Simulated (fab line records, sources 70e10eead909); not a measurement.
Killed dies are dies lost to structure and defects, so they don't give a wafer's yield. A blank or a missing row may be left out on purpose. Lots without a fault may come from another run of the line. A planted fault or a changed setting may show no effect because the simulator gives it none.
Chamber matching | flow nand_harc | NHARC_A_CHANNEL_FILL_D2_ETCHBACK_20 on rie_diel-05: 4 sister chambers
The step etches the open film in C4F8/O2/Ar, target depth 27 nm, time 13.5 s. 8 wafers are shown with their chamber, then 9 later ones without.

WAFERS WITH THEIR CHAMBER
wafer  | chamber | rf_vpp_V (V) | oes_product_au (a.u.)
L074.4 | 2       | 988          | 1.017
L084.5 | 1       | 984          | 1.004
L082.4 | 1       | 981          | 1.009
L083.3 | 3       | 979          | 1.005
L083.4 | 2       | 986          | 1.008
L090.1 | 3       | 976          | 0.983
L090.2 | 0       | 984          | 0.975
L090.6 | 0       | 985          | 0.987

WAFERS WITHOUT THEIR CHAMBER
wafer  | rf_vpp_V (V) | oes_product_au (a.u.)
L094.2 | 984          | 1.009
L094.3 | 976          | 1.005
L094.5 | 983          | 1.022
L096.2 | 977          | 0.919
L096.4 | 988          | 0.931
L096.5 | 984          | 0.930
L097.1 | 985          | 1.018
L097.3 | 976          | 1.011
L097.4 | 985          | 0.997

WHICH CHAMBER EACH WENT THROUGH
wafer  | from the rows above          | in truth
L094.2 | can't be placed: 1 or 2      | 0
L094.3 | 3                            | 3
L094.5 | can't be placed: 1 or 2      | 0
L096.2 | can't be placed: 3 or 0 or 1 | 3
L096.4 | 0                            | 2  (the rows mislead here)
L096.5 | 0                            | 0
L097.1 | can't be placed: 2 or 1      | 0
L097.3 | can't be placed: 3 or 1      | 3
L097.4 | can't be placed: 0 or 1 or 2 | 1
Placed correctly: 2 of 9. Can't be placed from these rows: 6 (the true chamber is among the candidates in 3). Placed wrongly: 1.
How it was worked out, from the rows above alone: a wafer's distance from a chamber is the root of the sum, over the readings, of the square of ((its reading less the chamber's mean) divided by the reading's scatter). The wafer belongs to the nearest chamber; if the next one is less than 2 further off, it can't be placed. A chamber's mean is the mean of its shown wafers. The scatter: the root of (the sum of the squares of (reading less its chamber's mean) over the shown wafers, divided by (wafers less chambers)).
